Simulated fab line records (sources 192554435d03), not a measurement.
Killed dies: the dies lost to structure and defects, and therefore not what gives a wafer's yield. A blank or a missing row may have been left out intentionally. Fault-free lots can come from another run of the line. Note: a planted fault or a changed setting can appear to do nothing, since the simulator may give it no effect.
A lot that was struck, set against a sound lot	flow n5 finfet	37 out of 1938 route steps
Sound: the wafers L869.1, L869.3, L869.4. Struck: wafers L867.2, L867.5 (left out: L867.6, a lot-mate that was not struck); the cause follows at the end.
Order at every step that has rows: each side's tool, ch and its chambers, its first start. Under that, the readings that differ: sound wafers	struck wafers	difference of the means	sigmas: that difference in standard deviations of wafers without a fault.
alike: words and numbers the same on both sides, and readings whose means are apart by under 2 such deviations; not compared: readings that were withheld, readings missing a value for some wafer, numbers with overlapping values and no deviation given by the record, and bounds like >300 which may hide the same value.
A row with sigmas, a row that says differs or no value, or rows on one side alone: a step with any of these is where the two part. Numbers that don't overlap but have no deviation are shown without sigmas and don't part them. Lack of a reading on every wafer of one side parts them only where that side has two or more wafers.

first, 9 steps without rows for these wafers: N5_SDB_EXPOSE_08 (exposes mask SDB); N5_SDB_PEB_09 (peb time 60 s); N5_SDB_DEVELOP_10 (develop time 30 s); N5_SDB_DESCUM_16 (chemistry O2, time 7.9 s); N5_SDB_ETCH_17 (etches SiARC in CF4, target depth 23.4 nm, time 39 s); N5_SDB_ETCH_18 (etches SOC in N2/H2, target depth 100 nm, overetch 20 nm, time 150 s); N5_SDB_STRIP_19 (strips in N2/H2); N5_SDB_STRIP_21 (strips in CF4); N5_SDB_HM_OPEN_20 (chemistry CH3F/O2, target SiNx, stops on poly-Si, target depth 24 nm).
N5_SDB_STRIP_22: strips in N2/H2.
  sound on plasma asher-01 ch 0,1, day 7 18:56; struck on plasma asher-02 ch 1, day 7 05:01
  alike: drypump motor current A, heater power w, oes product au, strip time to endpoint s
  not compared: rf hours counter h
then, 26 steps without rows for these wafers: N5_SDB_PRECLEAN_23 (cleans in dHF, time 30 s); N5_SDB_DUMMY_REMOVE_24 (chemistry TMAH, target poly-Si, stops on SiO2, target depth 142 nm, time 57 s, rinse time 30 s); N5_SDB_ETCH_25 (etches SiO2 in C4F6/O2, target depth 10 nm, time 3.3 s); N5_SDB_CUT_ETCH_26 (etches Si in HBr/Cl2/O2, target depth 129.6 nm, bt time 20 s, time 51.8 s); N5_SDB_PRECLEAN_38 (cleans in dHF, time 10 s); N5_SDB_PRECLEAN_39 (cleans in O3/DIW, time 45 s); N5_SDB_SRD_28 (time 30 s); N5_SDB_ALD_29 (deposits SiNx, target thk 30 nm, pulse time 1 s, ald cycles 600); N5_SDB_CMP_30 (polishes, stops on poly-Si, t overpolish 1.54 s, target thk 30 nm); N5_DUMMY_REMOVAL_HM_STRIP_01 (strips SiNx in CH3F/O2, stops on poly-Si, target depth 4 nm, time 6.8 s); N5_DUMMY_REMOVAL_STRIP_10 (strips in N2/H2, time 40 s); N5_DUMMY_REMOVAL_PRECLEAN_07 (cleans in dHF, time 30 s); N5_DUMMY_REMOVAL_DUMMY_REMOVE_02 (chemistry TMAH, target poly-Si, stops on SiO2, target depth 142 nm, time 57 s, rinse time 30 s); N5_DUMMY_REMOVAL_PRECLEAN_08 (cleans in NF3:NH3, afs cycles 2, time 20 s, sublimation time 60 s); N5_DUMMY_REMOVAL_PRECLEAN_04 (cleans in DHF, time 37 s); N5_DUMMY_REMOVAL_SRD_05 (time 30 s); N5_HKMG_FIN_IL_REGROW_00 (material SiO2, chemistry O3, target thk 0.75 nm, time 30 s); N5_HKMG_FIN_HK_ALD_01 (deposits HfO2, target thk 1.6 nm, pulse time 3 s, purge time 3 s); N5_HKMG_FIN_HK_ANNEAL_02 (time 30 s); N5_HKMG_FIN_ALD_74 (deposits La2O3, target thk 0.5 nm, pulse time 6 s, co reactant pulse time 1 s); N5_HKMG_FIN_ALD_75 (deposits Al2O3, target thk 1 nm, co reactant pulse time 1 s); N5_HKMG_FIN_COAT_41 (time 60 s, resist thk 300 nm); N5_HKMG_FIN_COAT_42 (time 60 s, resist thk 35 nm); N5_HKMG_FIN_COAT_43 (resist thk 90 nm); N5_HKMG_FIN_EBR_45; N5_HKMG_FIN_SOFTBAKE_44 (time 60 s).
-- the record jumps here: 9 days lie between the struck wafers' starts before and after (it left off in module HKMG_FIN and takes up again in module PASSIVATION, whose first step shown is number 1936 of the route) --
N5_PASSIVATION_PROBE_49:
  only the struck wafers here have rows in the record (prober-02, day 15 21:15); the sound ones have none

## WHERE THEY PART
N5_PASSIVATION_PROBE_49 only, going by this record.

WHY: what the simulator had put in
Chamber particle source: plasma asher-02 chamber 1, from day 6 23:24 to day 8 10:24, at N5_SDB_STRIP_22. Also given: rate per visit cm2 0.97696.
